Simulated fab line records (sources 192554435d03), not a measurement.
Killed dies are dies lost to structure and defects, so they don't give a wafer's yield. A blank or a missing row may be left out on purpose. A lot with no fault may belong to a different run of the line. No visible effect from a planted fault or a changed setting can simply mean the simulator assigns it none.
Chamber matching	flow n5Finfet	N5_HKMG_FIN_ETCH_32 on rieDiel-05: 4 sister chambers
The step etches SOC in N2/H2, target depth 240 nm, time 300 s. 4 wafers are shown with their chamber, then 8 later ones without.

## WAFERS, EACH WITH ITS CHAMBER
wafer	chamber	showerheadPlenumPTorr (Torr)
L077.2	1	2.51
L085.2	2	2.68
L085.4	0	2.37
L087.3	3	2.63

## WAFERS WITHOUT THEIR CHAMBER
wafer	showerheadPlenumPTorr (Torr)
L087.4	2.51
L087.5	2.51
L088.1	2.51
L088.2	2.37
L088.5	2.51
L097.1	2.36
L097.3	2.50
L097.6	2.50

## CHAMBER TAKEN BY EACH
wafer	from the rows above	in truth
L087.4	1	1
L087.5	1	1
L088.1	1	1
L088.2	0	0
L088.5	1	1
L097.1	0	0
L097.3	1	1
L097.6	1	1
Correct placement for 8 of the 8. Not placeable from these rows: 0. Placed wrongly: 0.
How it was worked out, from the rows above alone: a wafer's distance from a chamber is the root of the sum, over the readings, of the square of ((its reading less the chamber's mean) divided by the reading's scatter). The wafer belongs to the nearest chamber; if the next one is less than 2 further off, it can't be placed. A chamber's mean is the mean of its shown wafers. The scatter (one wafer shown for each chamber): square how far every hidden wafer sits from the nearest shown wafer, average those squares and take the square root.
